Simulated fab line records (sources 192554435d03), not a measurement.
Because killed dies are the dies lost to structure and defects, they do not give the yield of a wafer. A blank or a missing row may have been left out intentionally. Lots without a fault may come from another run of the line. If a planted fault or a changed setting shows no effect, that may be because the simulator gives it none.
Which of the tools did it? :: flow n5-finfet :: 24 lots with 72 wafers sampled at 3 steps, on a route of 1938 steps

== WHAT THE GAUGES SHOWED, per wafer ==
N5_BEOL_M7_INSPECT_13: inspects for defects (brightfield).
lot: L075
measured: day 8 12:26
on: defect-inspect-01
raw-defect-count: 334 416 464

lot: L076
measured: day 8 15:23
on: defect-inspect-02
raw-defect-count: 530 424 512

lot: L074
measured: day 8 15:56
on: defect-inspect-02
raw-defect-count: 440 249 231

lot: L077
measured: day 9 04:04
on: defect-inspect-02
raw-defect-count: 484 447 436

lot: L078
measured: day 9 10:23
on: defect-inspect-02
raw-defect-count: 575 498 361

lot: L079
measured: day 9 13:12
on: defect-inspect-02
raw-defect-count: 295 372 350

lot: L082
measured: day 12 01:44
on: defect-inspect-01
raw-defect-count: 343 363 368

lot: L080
measured: day 12 05:19
on: defect-inspect-01
raw-defect-count: 498 437 489

lot: L085
measured: day 12 10:40
on: defect-inspect-01
raw-defect-count: 362 438 359

lot: L083
measured: day 12 15:10
on: defect-inspect-02
raw-defect-count: 292 366 367

lot: L086
measured: day 12 19:02
on: defect-inspect-02
raw-defect-count: 540 658 641

lot: L084
measured: day 12 19:05
on: defect-inspect-01
raw-defect-count: 362 442 326

lot: L087
measured: day 12 21:12
on: defect-inspect-01
raw-defect-count: 510 403 420

lot: L088
measured: day 12 21:22
on: defect-inspect-01
raw-defect-count: 482 415 441

lot: L090
measured: day 13 02:10
on: defect-inspect-01
raw-defect-count: 506 722 406

lot: L089
measured: day 13 02:26
on: defect-inspect-02
raw-defect-count: 445 561 360

lot: L091
measured: day 13 11:57
on: defect-inspect-01
raw-defect-count: 499 544 394

lot: L092
measured: day 13 12:17
on: defect-inspect-02
raw-defect-count: 441 355 483

lot: L093
measured: day 14 00:26
on: defect-inspect-02
raw-defect-count: 724 549 552

lot: L094
measured: day 14 06:47
on: defect-inspect-01
raw-defect-count: 322 407 301

lot: L095
measured: day 14 10:44
on: defect-inspect-01
raw-defect-count: 409 297 331

lot: L096
measured: day 14 22:08
on: defect-inspect-02
raw-defect-count: 338 404 338

lot: L081
measured: day 15 02:22
on: defect-inspect-01
raw-defect-count: 362 377 359

lot: L097
measured: day 15 07:26
on: defect-inspect-02
raw-defect-count: 412 459 547

N5_BEOL_M7_CD_MEAS_28: the cd target is 40 nm.
lot: L075
measured: day 8 13:14
on: cd-sem-02
cd-nm (nm): 40.11 40.15 39.80

lot: L076
measured: day 8 16:19
on: cd-sem-02
cd-nm (nm): 39.56 39.91 40.12

lot: L074
measured: day 8 17:52
on: cd-sem-03
cd-nm (nm): 39.76 39.75 39.71

lot: L077
measured: day 9 05:23
on: cd-sem-03
cd-nm (nm): 40.24 39.87 39.92

lot: L078
measured: day 9 11:24
on: cd-sem-01
cd-nm (nm): 39.47 39.82 39.60

lot: L079
measured: day 9 14:13
on: cd-sem-02
cd-nm (nm): 40.08 39.94 40.17

lot: L082
measured: day 12 08:53
on: cd-sem-03
cd-nm (nm): 40.29 40.16 40.29

lot: L080
measured: day 12 11:28
on: cd-sem-01
cd-nm (nm): 39.99 40.19 39.92

lot: L085
measured: day 12 11:58
on: cd-sem-02
cd-nm (nm): 39.90 39.75 39.69

lot: L083
measured: day 12 18:07
on: cd-sem-02
cd-nm (nm): 40.30 40.41 40.54

lot: L086
measured: day 12 20:13
on: cd-sem-01
cd-nm (nm): 39.69 39.70 40.00

lot: L084
measured: day 12 20:26
on: cd-sem-02
cd-nm (nm): 40.16 40.01 40.20

lot: L087
measured: day 13 00:58
on: cd-sem-02
cd-nm (nm): 39.92 39.90 39.80

lot: L088
measured: day 13 01:08
on: cd-sem-02
cd-nm (nm): 40.32 40.35 40.46

lot: L090
measured: day 13 04:59
on: cd-sem-03
cd-nm (nm): 39.69 40.05 40.05

lot: L089
measured: day 13 05:10
on: cd-sem-03
cd-nm (nm): 39.77 39.63 39.98

lot: L091
measured: day 13 13:44
on: cd-sem-03
cd-nm (nm): 39.93 40.21 40.63

lot: L092
measured: day 13 13:55
on: cd-sem-02
cd-nm (nm): 39.67 39.50 39.68

lot: L093
measured: day 14 01:27
on: cd-sem-03
cd-nm (nm): 39.56 39.86 40.20

lot: L094
measured: day 14 08:19
on: cd-sem-02
cd-nm (nm): 39.84 39.98 40.44

lot: L095
measured: day 14 12:34
on: cd-sem-01
cd-nm (nm): 39.74 39.91 39.55

lot: L096
measured: day 15 01:17
on: cd-sem-01
cd-nm (nm): 39.88 39.94 39.90

lot: L081
measured: day 15 05:58
on: cd-sem-03
cd-nm (nm): 40.22 40.15 40.21

lot: L097
measured: day 15 10:07
on: cd-sem-02
cd-nm (nm): 39.88 39.90 39.77

== TOOL THAT RAN EACH LOT (tool first, then ch and the chambers of the sampled wafers, then the start) ==
lot: L075
N5_BEOL_M7_CURE_74: uv-cure-03 ch 0, day 8 11:31

lot: L076
N5_BEOL_M7_CURE_74: uv-cure-01 ch 0, day 8 14:24

lot: L074
N5_BEOL_M7_CURE_74: uv-cure-03 ch 2, day 8 14:34

lot: L077
N5_BEOL_M7_CURE_74: uv-cure-03 ch 0, day 9 02:42

lot: L078
N5_BEOL_M7_CURE_74: uv-cure-02 ch 1, day 9 09:25

lot: L079
N5_BEOL_M7_CURE_74: uv-cure-03 ch 1, day 9 12:12

lot: L082
N5_BEOL_M7_CURE_74: uv-cure-02 ch 2, day 12 00:24

lot: L080
N5_BEOL_M7_CURE_74: uv-cure-03 ch 2, day 12 01:58

lot: L085
N5_BEOL_M7_CURE_74: uv-cure-02 ch 0, day 12 09:34

lot: L083
N5_BEOL_M7_CURE_74: uv-cure-02 ch 0, day 12 12:07

lot: L086
N5_BEOL_M7_CURE_74: uv-cure-03 ch 1, day 12 16:22

lot: L084
N5_BEOL_M7_CURE_74: uv-cure-03 ch 1, day 12 17:10

lot: L087
N5_BEOL_M7_CURE_74: uv-cure-01 ch 0, day 12 19:50

lot: L088
N5_BEOL_M7_CURE_74: uv-cure-02 ch 0, day 12 20:10

lot: L090
N5_BEOL_M7_CURE_74: uv-cure-01 ch 1, day 12 23:14

lot: L089
N5_BEOL_M7_CURE_74: uv-cure-03 ch 1, day 13 00:34

lot: L091
N5_BEOL_M7_CURE_74: uv-cure-02 ch 2, day 13 08:57

lot: L092
N5_BEOL_M7_CURE_74: uv-cure-03 ch 0, day 13 10:17

lot: L093
N5_BEOL_M7_CURE_74: uv-cure-01 ch 1, day 13 23:20

lot: L094
N5_BEOL_M7_CURE_74: uv-cure-03 ch 1, day 14 05:16

lot: L095
N5_BEOL_M7_CURE_74: uv-cure-01 ch 0, day 14 08:56

lot: L096
N5_BEOL_M7_CURE_74: uv-cure-02 ch 0, day 14 18:16

lot: L081
N5_BEOL_M7_CURE_74: uv-cure-02 ch 0, day 14 23:31

lot: L097
N5_BEOL_M7_CURE_74: uv-cure-03 ch 1, day 15 05:18
- N5_BEOL_M7_CURE_74: cures SiCOH lowk, time 240 s.

== AS READ BY THE TOOLS THEMSELVES (means over the sampled wafers that have a number; for cases with no such wafer, the mark the record gives instead) ==
N5_BEOL_M7_CURE_74.
lot: L075
tool: uv-cure-03
lamp-power-pct (%): 52.32
wafer_temp_C_max: 387.8

lot: L076
tool: uv-cure-01
lamp-power-pct (%): 52.25
wafer_temp_C_max: 386.8

lot: L074
tool: uv-cure-03
lamp-power-pct (%): 52.24
wafer_temp_C_max: 386.2

lot: L077
tool: uv-cure-03
lamp-power-pct (%): 52.31
wafer_temp_C_max: 387.4

lot: L078
tool: uv-cure-02
lamp-power-pct (%): 52.29
wafer_temp_C_max: 386.3

lot: L079
tool: uv-cure-03
lamp-power-pct (%): 52.36
wafer_temp_C_max: 388.0

lot: L082
tool: uv-cure-02
lamp-power-pct (%): 52.28
wafer_temp_C_max: 386.6

lot: L080
tool: uv-cure-03
lamp-power-pct (%): 52.34
wafer_temp_C_max: 386.5

lot: L085
tool: uv-cure-02
lamp-power-pct (%): 52.30
wafer_temp_C_max: 386.1

lot: L083
tool: uv-cure-02
lamp-power-pct (%): 52.24
wafer_temp_C_max: 387.0

lot: L086
tool: uv-cure-03
lamp-power-pct (%): 52.33
wafer_temp_C_max: 388.0

lot: L084
tool: uv-cure-03
lamp-power-pct (%): 52.27
wafer_temp_C_max: 387.6

lot: L087
tool: uv-cure-01
lamp-power-pct (%): 52.32
wafer_temp_C_max: 386.6

lot: L088
tool: uv-cure-02
lamp-power-pct (%): 52.29
wafer_temp_C_max: 386.6

lot: L090
tool: uv-cure-01
lamp-power-pct (%): 52.27
wafer_temp_C_max: 386.7

lot: L089
tool: uv-cure-03
lamp-power-pct (%): 52.26
wafer_temp_C_max: 387.3

lot: L091
tool: uv-cure-02
lamp-power-pct (%): 52.35
wafer_temp_C_max: 386.5

lot: L092
tool: uv-cure-03
lamp-power-pct (%): 52.26
wafer_temp_C_max: 387.6

lot: L093
tool: uv-cure-01
lamp-power-pct (%): 52.25
wafer_temp_C_max: 386.3

lot: L094
tool: uv-cure-03
lamp-power-pct (%): 52.32
wafer_temp_C_max: 387.8

lot: L095
tool: uv-cure-01
lamp-power-pct (%): 52.30
wafer_temp_C_max: 386.9

lot: L096
tool: uv-cure-02
lamp-power-pct (%): 52.31
wafer_temp_C_max: 386.3

lot: L081
tool: uv-cure-02
lamp-power-pct (%): 52.29
wafer_temp_C_max: 386.5

lot: L097
tool: uv-cure-03
lamp-power-pct (%): 52.30
wafer_temp_C_max: 387.7

== THE ANSWER, worked out from the rows above alone ==
Rule: the usual values come from the lots themselves. Put in order of their means at a reading, lots are off if they are a third of the lots or fewer, leave a main group of 4 or more, and stand apart from it by a gap of 3 or more times the standard deviation of the main group's means; of several such gaps the widest counts. Not used: any main group whose means are identical at the precision the tables above print for the reading. A lot without any number at a reading at which 4 lots or more have one is off too. Where the step has rows for the other lots, those lots are counted as sound. Order of review: gauges by route order, followed by the tools' own readings, for which a lot's mean as printed above is used. The first step at which some lot is off is used, and at that step the reading that is off furthest; a lot without a number counts as furthest.
Nothing can be told from this: no lot is off at any reading shown.

== WHAT THE SIMULATOR HAD PUT IN ==
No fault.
